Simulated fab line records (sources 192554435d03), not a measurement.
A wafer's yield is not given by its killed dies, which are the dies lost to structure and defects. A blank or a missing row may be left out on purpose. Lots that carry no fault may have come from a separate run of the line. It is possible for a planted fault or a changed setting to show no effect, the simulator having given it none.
Split-lot trial / flow n5-finfet / route with 1938 steps; 7 lots, 21 wafers read

SPLIT DETAILS
At N5_PASSIVATION_EXPOSE_27 (exposes mask PAD, defocus 0 nm), the setting dose-mj was moved away from the recipe's 32.3 on 11 of the 21 wafers read, by -4.7% to +6.2%. All remaining wafers had this setting at the recipe value.

FROM THE SPLIT TO THE READING: what the file shows between them, 3 steps
- N5_PASSIVATION_PEB_28 (also split here: peb-time-s)
- N5_PASSIVATION_DEVELOP_29: develop time 60 s
- N5_PASSIVATION_HARDBAKE_31: time 120 s

THE READING
cd-nm (nm) at N5_PASSIVATION_CD_MEAS_30, where the cd target is 4000 nm. Fault-free wafers of this fab line usually give 4000.6 nm, standard deviation 1.7 nm.

wafer=L076.1; tool, chamber at the split=krf-scanner-02, 0; dose-mj as run=31.57; against the recipe=-2.3%; cd-nm, nm=3996.2; against lot-mates on the recipe=-9.0
wafer=L076.2; tool, chamber at the split=krf-scanner-02, 0; dose-mj as run=31.57; against the recipe=-2.3%; cd-nm, nm=4001.5; against lot-mates on the recipe=-3.7
wafer=L076.6; tool, chamber at the split=krf-scanner-02, 0; dose-mj as run=32.3; against the recipe=recipe; cd-nm, nm=4005.2; against lot-mates on the recipe=-
wafer=L080.1; tool, chamber at the split=krf-scanner-01, 0; dose-mj as run=32.96; against the recipe=+2.0%; cd-nm, nm=4003.6; against lot-mates on the recipe=+7.2
wafer=L080.2; tool, chamber at the split=krf-scanner-01, 0; dose-mj as run=32.96; against the recipe=+2.0%; cd-nm, nm=4002.1; against lot-mates on the recipe=+5.7
wafer=L080.4; tool, chamber at the split=krf-scanner-01, 0; dose-mj as run=32.3; against the recipe=recipe; cd-nm, nm=3996.4; against lot-mates on the recipe=-
wafer=L082.1; tool, chamber at the split=krf-scanner-02, 0; dose-mj as run=30.78; against the recipe=-4.7%; cd-nm, nm=3993.0; against lot-mates on the recipe=-7.9
wafer=L082.2; tool, chamber at the split=krf-scanner-02, 0; dose-mj as run=30.78; against the recipe=-4.7%; cd-nm, nm=3993.6; against lot-mates on the recipe=-7.3
wafer=L082.6; tool, chamber at the split=krf-scanner-02, 0; dose-mj as run=32.3; against the recipe=recipe; cd-nm, nm=4000.9; against lot-mates on the recipe=-
wafer=L084.2; tool, chamber at the split=krf-scanner-01, 0; dose-mj as run=33.94; against the recipe=+5.1%; cd-nm, nm=4009.5; against lot-mates on the recipe=+8.0
wafer=L084.3; tool, chamber at the split=krf-scanner-01, 0; dose-mj as run=32.3; against the recipe=recipe; cd-nm, nm=4001.5; against lot-mates on the recipe=-
wafer=L084.5; tool, chamber at the split=krf-scanner-01, 0; dose-mj as run=33.94; against the recipe=+5.1%; cd-nm, nm=4009.8; against lot-mates on the recipe=+8.3
wafer=L089.2; tool, chamber at the split=krf-scanner-01, 0; dose-mj as run=34.29; against the recipe=+6.2%; cd-nm, nm=4012.4; against lot-mates on the recipe=+9.4
wafer=L089.5; tool, chamber at the split=krf-scanner-01, 0; dose-mj as run=34.29; against the recipe=+6.2%; cd-nm, nm=4013.8; against lot-mates on the recipe=+10.8
wafer=L089.6; tool, chamber at the split=krf-scanner-01, 0; dose-mj as run=32.3; against the recipe=recipe; cd-nm, nm=4003.0; against lot-mates on the recipe=-
wafer=L093.2; tool, chamber at the split=krf-scanner-01, 0; dose-mj as run=32.3; against the recipe=recipe; cd-nm, nm=3997.6; against lot-mates on the recipe=-
wafer=L093.3; tool, chamber at the split=krf-scanner-01, 0; dose-mj as run=32.3; against the recipe=recipe; cd-nm, nm=4000.9; against lot-mates on the recipe=-
wafer=L093.4; tool, chamber at the split=krf-scanner-01, 0; dose-mj as run=32.3; against the recipe=recipe; cd-nm, nm=3997.8; against lot-mates on the recipe=-
wafer=L095.4; tool, chamber at the split=krf-scanner-01, 0; dose-mj as run=32.3; against the recipe=recipe; cd-nm, nm=4000.1; against lot-mates on the recipe=-
wafer=L095.5; tool, chamber at the split=krf-scanner-01, 0; dose-mj as run=32.3; against the recipe=recipe; cd-nm, nm=4001.0; against lot-mates on the recipe=-
wafer=L095.6; tool, chamber at the split=krf-scanner-01, 0; dose-mj as run=33.97; against the recipe=+5.2%; cd-nm, nm=4002.2; against lot-mates on the recipe=+1.6

THE FIT
A straight line over all 21 wafers: cd-nm changes by +1.56 nm for each +1% of dose-mj; r = +0.88; the points scatter about the line by 2.8 nm.
The same after taking each lot's own level away (the mean of its wafers on the recipe; 21 wafers): +1.6 nm for each +1%; r = +0.91; scatter 2.3 nm.
According to that fit, moving dose-mj by its largest amount changes the reading by 9.8 nm.
From 3996.40 to 4005.20 nm: that is the span of the lots' own levels, equal to 5.2 times the standard deviation above.
The two slopes agree, so the slope changes little with the lot-to-lot level.
Check: for one of the wafers moved furthest among these (+6.2%), held out of the fit, the line's prediction against its lot-mates is +9.64 nm. It came out at +9.4 nm against them.

THESE WAFERS: OTHER SPLITS
Other splits were also applied to these wafers ahead of the reading. Each is held against what the fit with the lots' levels taken away leaves over:
other split on the same wafers=N5_BEOL_M13_TRENCH_ETCH_34 time-s; wafers away from the commonest value=6; r with cd-nm (lot level and that fit taken away)=+0.38
other split on the same wafers=N5_BEOL_M14_ETCH_59 time-s; wafers away from the commonest value=10; r with cd-nm (lot level and that fit taken away)=+0.31
other split on the same wafers=N5_PASSIVATION_PEB_28 peb-time-s; wafers away from the commonest value=as run: not given for these wafers; r with cd-nm (lot level and that fit taken away)=-

FILE'S OWN FIT
cd-nm changes by +1.44 nm for each +1% of dose-mj, r = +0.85.
